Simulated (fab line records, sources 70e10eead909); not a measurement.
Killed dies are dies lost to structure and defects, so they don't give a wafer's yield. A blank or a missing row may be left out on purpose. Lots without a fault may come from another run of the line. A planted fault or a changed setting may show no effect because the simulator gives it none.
Chamber matching | flow nand_harc | NHARC_P_CONTACT_ALD_22 on ald_metal-02: 4 sister chambers
The step deposits TiN, target thk 3 nm, pulse time 1 s, ald cycles 150. 8 wafers are shown with their chamber, then 7 later ones without.

WAFERS WITH THEIR CHAMBER
wafer  | chamber | heater_power_w (W) | precursor_pulse_height_rel
L265.1 | 1       | 1163               | 1.001
L268.1 | 2       | 1057               | 0.994
L271.5 | 3       | 1083               | 0.950
L278.2 | 2       | 1018               | 0.999
L278.4 | 3       | 1065               | 1.001
L278.5 | 1       | 1156               | 1.020
L279.2 | 0       | 953                | 1.007
L279.5 | 0       | 982                | 1.027

WAFERS WITHOUT THEIR CHAMBER
wafer  | heater_power_w (W) | precursor_pulse_height_rel
L279.6 | 1040               | 1.015
L281.2 | 1130               | 1.011
L281.4 | 1040               | 1.009
L281.5 | 961                | 0.999
L284.3 | 958                | 0.993
L284.5 | 968                | 1.006
L284.6 | 1055               | 0.996

WHICH CHAMBER EACH WENT THROUGH
wafer  | from the rows above     | in truth
L279.6 | can't be placed: 2 or 3 | 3
L281.2 | can't be placed: 1 or 3 | 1
L281.4 | can't be placed: 2 or 3 | 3
L281.5 | 0                       | 0
L284.3 | 0                       | 0
L284.5 | 0                       | 0
L284.6 | can't be placed: 2 or 3 | 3
Placed correctly: 3 of 7. Can't be placed from these rows: 4 (the true chamber is among the candidates in 4). Placed wrongly: 0.
How it was worked out, from the rows above alone: a wafer's distance from a chamber is the root of the sum, over the readings, of the square of ((its reading less the chamber's mean) divided by the reading's scatter). The wafer belongs to the nearest chamber; if the next one is less than 2 further off, it can't be placed. A chamber's mean is the mean of its shown wafers. The scatter: the root of (the sum of the squares of (reading less its chamber's mean) over the shown wafers, divided by (wafers less chambers)).
